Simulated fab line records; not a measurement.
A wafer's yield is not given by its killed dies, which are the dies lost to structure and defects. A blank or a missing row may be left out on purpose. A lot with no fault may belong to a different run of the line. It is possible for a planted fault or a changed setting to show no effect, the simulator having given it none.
A struck lot beside a sound one | flow n5-finfet | 15 out of 1938 route steps
Sound: wafers L121.4, L121.6. The struck wafers were L133.2, L133.3, L133.6. The cause is named last.
At each step with rows: each side's tool, then ch and its chambers, then its first start. Under that, the readings that differ: sound wafers | struck wafers | difference of the means | sigmas: that difference in standard deviations of wafers without a fault.
alike: words and numbers the same on both sides, and readings whose means are apart by under 2 such deviations; not compared: readings that were withheld, readings missing a value for some wafer, numbers with overlapping values and no deviation given by the record, and bounds like >300 which may hide the same value.
Wherever a step has rows on one side only, a row that says differs or no value, or a row with sigmas, the two part there. When numbers do not overlap yet have no deviation, they are printed without sigmas and do not part them. A reading that every wafer of one side lacks parts them only if that side has two wafers or more.

first, 8 steps without rows for these wafers: N5_BEOL_M15_COAT_60 (time 60 s, resist thk 89 nm); N5_BEOL_M15_COAT_22 (resist thk 800 nm); N5_BEOL_M15_EBR_24; N5_BEOL_M15_SOFTBAKE_23 (time 60 s); N5_BEOL_M15_EXPOSE_25 (exposes mask M15, target cd 400 nm); N5_BEOL_M15_PEB_26 (peb time 90 s); N5_BEOL_M15_DEVELOP_27 (develop time 45 s); N5_BEOL_M15_HARDBAKE_32 (time 120 s).
N5_BEOL_M15_CD_MEAS_28: target cd 407.6 nm.
  sound on cd-sem-02 ch 0, day 13 20:43; struck on cd-sem-03 ch 0, day 17 04:43
  alike: cd-nm
N5_BEOL_M15_OVL_MEAS_29:
  sound on overlay-01 ch 0, day 13 20:44; struck on overlay-02 ch 0, day 17 04:45
  alike: M15_OVL
N5_BEOL_M15_INSPECT_30: inspects for defects (macro).
  sound: defect-inspect-02 at day 13 20:46; struck: defect-inspect-02 at day 17 04:47
  alike: raw-defect-count
N5_BEOL_M15_DESCUM_33: chemistry O2, time 7.9 s.
  sound on rie-diel-04 ch 1, day 13 20:59; struck on rie-diel-03 ch 0,3, day 17 05:26
  reading      | sound       | struck            | difference | sigmas
  rf-vpp-V (V) | 245.1 245.0 | 242.5 241.7 241.3 | -3.2       | -2
  alike: drypump-motor-current-A, oes-product-au, rf-fwd-power-W, showerhead-plenum-p-Torr, throttle-valve-pct
  not compared: rf-hours-counter-h
N5_BEOL_M15_ETCH_61: etches BARC in N2/H2, target depth 89 nm, overetch 26.7 nm, time 67.9 s.
  sound on rie-diel-04 ch 1, day 13 21:02; struck on rie-diel-03 ch 0,3, day 17 05:29
  reading      | sound       | struck            | difference | sigmas
  bias-w (W)   | 149.8 149.5 | 127.7 126.9 127.5 | -22.3      | -47
  rf-vpp-V (V) | 528.1 528.3 | 471.9 470.7 469.9 | -57.4      | -21
  alike: drypump-motor-current-A, oes-product-au, rf-fwd-power-W, showerhead-plenum-p-Torr, throttle-valve-pct
  not compared: rf-hours-counter-h
N5_BEOL_M15_TRENCH_ETCH_34: etches SiO2 in C4F8/O2/Ar, target depth 872.93 nm, time 199 s.
  sound on rie-diel-04 ch 1, day 13 21:05; struck on rie-diel-03 ch 0,3, day 17 05:32
  alike: bias-w, drypump-motor-current-A, oes_ar_750_au, oes-product-au, rf-fwd-power-W, rf-vpp-V, showerhead-plenum-p-Torr, throttle-valve-pct
  not compared: rf-hours-counter-h
after that, 1 step had no rows for these wafers: N5_PASSIVATION_PROBE_49.

## WHERE THEY PART
Last at N5_BEOL_M15_ETCH_61 as far as this record goes, first at N5_BEOL_M15_DESCUM_33. Later steps at which nothing parts them and some readings are alike: N5_BEOL_M15_TRENCH_ETCH_34.

WHY: what had been put in by the simulator
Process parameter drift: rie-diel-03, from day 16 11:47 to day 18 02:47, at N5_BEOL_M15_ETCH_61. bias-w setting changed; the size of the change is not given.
